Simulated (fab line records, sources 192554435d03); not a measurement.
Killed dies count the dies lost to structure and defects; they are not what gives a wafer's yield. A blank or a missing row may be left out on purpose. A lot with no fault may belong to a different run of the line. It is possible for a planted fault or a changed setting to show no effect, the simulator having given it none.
Chamber matching || flow n5_finfet || N5_BEOL_M3_ILD_DEP_00 on pecvd-01 has 3 sister chambers
The step deposits SiOC from DEMS/O2, target thk 79 nm, time 15.3 s. 3 wafers are shown with their chamber, then 7 later ones without.

EACH WAFER AND ITS CHAMBER
{"wafer": "L342.1", "chamber": 2, "heater_power_w (W)": 298}
{"wafer": "L342.3", "chamber": 0, "heater_power_w (W)": 446}
{"wafer": "L344.2", "chamber": 1, "heater_power_w (W)": 431}

WAFERS MISSING THEIR CHAMBER
{"wafer": "L344.3", "heater_power_w (W)": 347}
{"wafer": "L344.4", "heater_power_w (W)": 416}
{"wafer": "L343.2", "heater_power_w (W)": 338}
{"wafer": "L343.6", "heater_power_w (W)": 491}
{"wafer": "L346.1", "heater_power_w (W)": 408}
{"wafer": "L346.4", "heater_power_w (W)": 418}
{"wafer": "L346.5", "heater_power_w (W)": 530}

WHICH CHAMBER EACH ONE RAN IN
{"wafer": "L344.3", "from the rows above": "can't be placed: 2 or 1 or 0", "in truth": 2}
{"wafer": "L344.4", "from the rows above": "can't be placed: 1 or 0", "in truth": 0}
{"wafer": "L343.2", "from the rows above": "can't be placed: 2 or 1 or 0", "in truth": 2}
{"wafer": "L343.6", "from the rows above": "can't be placed: 0 or 1", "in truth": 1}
{"wafer": "L346.1", "from the rows above": "can't be placed: 1 or 0 or 2", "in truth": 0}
{"wafer": "L346.4", "from the rows above": "can't be placed: 1 or 0", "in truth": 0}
{"wafer": "L346.5", "from the rows above": "can't be placed: 0 or 1", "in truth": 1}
Correctly placed: 0 of 7. Not placeable from these rows: 7 (in 7, the candidates include the true chamber). 0 placed wrongly.
How it was worked out, from the rows above alone: a wafer's distance from a chamber is the root of the sum, over the readings, of the square of ((its reading less the chamber's mean) divided by the reading's scatter). The wafer belongs to the nearest chamber; if the next one is less than 2 further off, it can't be placed. A chamber's mean is the mean of its shown wafers. The scatter: with one shown wafer a chamber, the root of the mean of the squares of how far each hidden wafer lies from its nearest shown one.
